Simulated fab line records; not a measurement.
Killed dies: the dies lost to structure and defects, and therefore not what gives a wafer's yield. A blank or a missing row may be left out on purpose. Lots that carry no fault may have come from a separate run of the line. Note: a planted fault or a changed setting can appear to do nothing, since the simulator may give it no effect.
Problem report, 8D (eight disciplines) form, completed by code ; flow nand-harc ; the parts of the form that need people (team, actions taken, sign-off) are left out

1. PROBLEM STATEMENT
Wafers free of any fault read 0.872 (standard deviation 0.0076) for VT_DECK2_MEDIAN_NEAR_BOTTOM at NHARC_END_WLT_00, against a mean of 0.908 on 3 wafers of 2 lots. That puts it +4.7 standard deviations away from the usual mean.
Earliest sighting: wafer L474.1 on prober-01 at day 28 19:59. The record holds 27 wafers of 9 lots with a number at this step. The rule behind "out" and "out of limits": a value lying over 4 standard deviations away from the usual mean. The rest of the wafers with a number are treated as sound.

2. WHAT IT IS, AND WHAT IT ISN'T
question;is;is not
which readings at this step;VT_DECK2_MEDIAN_NEAR_BOTTOM;VT_DECK1_MEDIAN_NEAR_BOTTOM, VT_DECK1_MEDIAN_NEAR_BOTTOM_INNER, VT_DECK1_MIDDLE_INNER, VT_DECK1_TOP, VT_DECK1_TOP_INNER, VT_DECK2_BOTTOM_INNER, VT_DECK2_MIDDLE_INNER, VT_DECK2_TOP, VT_DECK2_TOP_INNER
which lots;L474, L475;L464, L466, L467, L469, L482, L483, L486
which wafers of those lots;L474.1, L474.4, L475.4;L474.6, L475.1, L475.3
read on which gauges;prober-01, prober-02;-
when;from day 28 19:59;"up to then (12 sound wafers); but 12 sound wafers of L474, L475, L482, L483, L486 came after"

3. WHAT RULES OUT EACH SUSPECT
Counting: any tool at a process step up to the reading remains a suspect provided it ran every lot that is out. Sound lots after the first of them don't rule it out here, since some wafers of a struck lot are sound.
- the gauge at NHARC_END_WLT_00 has been ruled out. Those wafers that are out were read across 2 gauges (prober-01, prober-02).
- har-etch-01 at NHARC_A_CHANNEL_HOLE_D2_ETCH_20 (etches the open film in C4F8/O2/Ar, time 361.9 s, target depth 1600 nm): kept. It ran every lot that is out, first L475 (day 17 22:53); its last sound lot up to then is L466 (day 15 17:46).
- har-etch-01 at NHARC_A_CHANNEL_HOLE_D2_ETCH_24 (etches the open film in C4F8/O2/Ar, time 906.2 s, target depth 1500 nm): kept. It ran every lot that is out, first L475 (day 18 00:59); its last sound lot up to then is L466 (day 15 19:52).
- rie-diel-10 at NHARC_A_CHANNEL_HOLE_D2_STRIP_28 (strips in O2): kept. It ran every lot that is out, first L475 (day 18 04:20); its last sound lot up to then is L467 (day 15 20:28). NHARC_A_CHANNEL_HOLE_D2_STRIP_28: start missing for some lots; hours and lot order therefore follow NHARC_A_CHANNEL_HOLE_D2_XSEM_32.
- xsem-02 at NHARC_A_CHANNEL_HOLE_D2_XSEM_32: kept. It ran every lot that is out, first L475 (day 18 04:20); its last sound lot up to then is L466 (day 15 23:16). Its own readings are out on those wafers: bow-nm.
- Within har-etch-01 at NHARC_A_CHANNEL_HOLE_D2_ETCH_20: the wafers that are out ran in chamber 0; their sound lot-mates ran in chamber 1.
- Within har-etch-01 at NHARC_A_CHANNEL_HOLE_D2_ETCH_24: the wafers that are out ran in chamber 0; their sound lot-mates ran in chamber 1.
Left after counting: har-etch-01 at NHARC_A_CHANNEL_HOLE_D2_ETCH_20, har-etch-01 at NHARC_A_CHANNEL_HOLE_D2_ETCH_24, rie-diel-10 at NHARC_A_CHANNEL_HOLE_D2_STRIP_28, xsem-02 at NHARC_A_CHANNEL_HOLE_D2_XSEM_32.

4. THE CAUSE (what the simulator had put in)
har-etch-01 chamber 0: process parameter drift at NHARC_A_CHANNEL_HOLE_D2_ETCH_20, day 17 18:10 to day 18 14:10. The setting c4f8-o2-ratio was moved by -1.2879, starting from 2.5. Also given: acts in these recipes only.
Counting left 4 suspects, and this tool is among them.

5. THE CHAIN OF EFFECTS, in route order
Rows list readings where the struck wafers' mean (over those with a number) sits beyond 3 standard deviations from the usual. Scope: only readings with a usual standard deviation given in the record; hours: median across lots of the time from each lot's start at the first step in this table that gives one to its start at this step; sigmas: change in usual standard deviations.
hours;step;reading;usual;on struck wafers;change;sigmas
0;NHARC_A_CHANNEL_HOLE_D2_XSEM_32;bow-nm;8.65 nm;19.81;+11.16;+49
254;NHARC_END_WLT_00;VT_DECK2_MEDIAN_NEAR_BOTTOM;0.872;0.908;+0.036;+4.7
254;NHARC_END_WLT_00;VT_DECK2_MEDIAN_NEAR_BOTTOM_INNER;0.872;0.900;+0.028;+3.9
Its process steps:
- NHARC_A_CHANNEL_HOLE_D2_XSEM_32
At these later measuring or inspecting steps, every struck wafer for which the step has a row has a number for every such reading, and none has moved that far: NHARC_END_SORT_01.

6. HOW IT WOULD HAVE BEEN CAUGHT EARLIER
Counted from the fault's start at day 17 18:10, it took 266 hours until the first out-of-limits reading at a measuring or inspecting step in this record, taken at day 28 19:59.
No tool reading at NHARC_A_CHANNEL_HOLE_D2_ETCH_20 that has a usual standard deviation in the record was out on any struck wafer, so an alarm limit of 4 standard deviations on those readings would not have fired.
The start of NHARC_A_CHANNEL_HOLE_D2_ETCH_20 on har-etch-01 came by day 28 19:59 for every one of the lots that are out (2). None of them would have been spared by holding the tool at that moment.
